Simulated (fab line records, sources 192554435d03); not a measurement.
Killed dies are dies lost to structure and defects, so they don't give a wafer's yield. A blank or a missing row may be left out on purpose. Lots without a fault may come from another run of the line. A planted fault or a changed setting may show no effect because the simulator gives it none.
A struck lot beside a sound one | flow n5_finfet | 17 steps out of a route of 1938
Sound: wafers L447.4, L447.5, L447.6. Struck: wafer L452.6. (L452.4, L452.5 of the same lot were not struck and are left out.) The cause comes at the end.
At each step with rows: each side's tool, then ch and its chambers, then its first start. Under that, the readings that differ: sound wafers | struck wafers | difference of the means | sigmas: that difference in standard deviations of wafers without a fault.
alike: readings whose means differ by less than 2 such deviations, and words and numbers that are the same on both sides. not compared: withheld readings, readings that some wafer has no value for, bounds like >300 that may hide the same value, and numbers for which the record gives no deviation and whose values overlap.
The two part at a step that has a row with sigmas, a row that says differs or no value, or rows on one side only. Numbers that don't overlap but have no deviation are shown without sigmas and don't part them. A reading that every wafer of one side lacks parts them only if that side has two wafers or more.

first, 4 steps without rows for these wafers: N5_BEOL_M7_HM_STRIP_39 (strips TiN in peroxide tin strip, target depth 25 nm, time 158 s); N5_BEOL_M7_SRD_40 (time 30 s); N5_BEOL_M7_PRECLEAN_42 (cleans in residue remover, time 60 s); N5_BEOL_M7_SRD_43 (time 30 s).
N5_BEOL_M7_CD_MEAS_35: target cd 40 nm.
  sound on cd_sem-01, day 8 18:32; struck on cd_sem-02, day 9 23:37
  alike: cd_nm
then, 1 step without rows for these wafers: N5_BEOL_M7_CURE_75 (cures SiCOH lowk, time 120 s).
N5_BEOL_M7_DEGAS_44: time 60 s.
  sound on pvd_sputter-03, day 8 20:50; struck on pvd_sputter-02, day 10 00:32
  alike: heater_power_w
N5_BEOL_M7_PRE_CLEAN_45: time 30 s.
  sound on pvd_sputter-03, day 8 20:52; struck on pvd_sputter-02, day 10 00:35
  alike: heater_power_w
N5_BEOL_M7_ALD_77: deposits TaN, target thk 2 nm, pulse time 2 s, purge time 3 s.
  sound on ald_metal-04 ch 2,3, day 8 21:08; struck on ald_metal-04 ch 3, day 10 00:38
  alike: heater_power_w
then, 2 steps without rows for these wafers: N5_BEOL_M7_SURFACE_TREAT_79; N5_BEOL_M7_CVD_78 (deposits Co from CCTBA/H2, target thk 2 nm, time 142.3 s).
N5_BEOL_M7_SPUTTER_48: material Cu, target thk 10 nm, time 1.667 s.
  sound on pvd_sputter-03, day 8 21:45; struck on pvd_sputter-02, day 10 01:10
  alike: substrate_temp_c, throttle_valve_pct
N5_BEOL_M7_ECD_50: material Cu, target thk 300 nm.
  sound on ecd_cu-01 ch 0,1, day 8 21:53; struck on ecd_cu-01 ch 0, day 10 01:19
  reading                                | sound         | struck | difference | sigmas
  model.Cu_of_BEOL_M7_ECD_50.thk_nm (nm) | 301.4 294 302 | 477    | +178       |
N5_BEOL_M7_ANNEAL_51: time 90 s.
  sound on rtp_anneal-01 ch 0, day 8 22:10; struck on rtp_anneal-01 ch 0, day 10 01:52
  alike: anneal_temp_c, wafer_temp_C_max
N5_BEOL_M7_CMP_52: polishes, stops on SiCOH lowk, t overpolish 6.9 s, target thk 80 nm.
  sound on cmp-01 ch 0,2,3, day 8 22:26; struck on cmp-04 ch 0, day 10 02:04
  reading                | sound    | struck | difference | sigmas
  time_to_endpoint_s (s) | 69 62 60 | 94     | +30        | +9
  alike: head_pressure_psi, motor_current_A, retaining_ring_pressure_frac
N5_BEOL_M7_THK_MEAS_53: measures by xrf.
  sound on film_metro-01, day 8 22:39; struck on film_metro-01, day 10 02:20
  alike: M7_THK
-- the record jumps here: 3 days lie between the struck wafers' starts before and after (it left off in module BEOL_M7 and takes up again in module PASSIVATION, whose first step shown is number 1936 of the route) --
N5_PASSIVATION_PROBE_49:
  sound on prober-02, day 12 01:51; struck on prober-01, day 13 01:45
  reading            | sound    | struck | difference | sigmas
  killed_at_M0_to_M3 | 33 18 26 | 46     | +20        | +2
  killed_at_M4_up    | 16 27 18 | 7      | -13        | -2
  alike: defect_limited_yield, killed_at_contacts, killed_at_front_end, killed_at_other, killed_dies, killed_open, killed_short, sort_bin_4_leakage, sort_bin_5_function, sort_bin_6_memory, sort_bin_8_speed, sort_n_pass, sort_yield_pct

WHERE THEY PART
First at N5_BEOL_M7_CMP_52; last, within this record, at N5_PASSIVATION_PROBE_49.

WHY: what the simulator had put in
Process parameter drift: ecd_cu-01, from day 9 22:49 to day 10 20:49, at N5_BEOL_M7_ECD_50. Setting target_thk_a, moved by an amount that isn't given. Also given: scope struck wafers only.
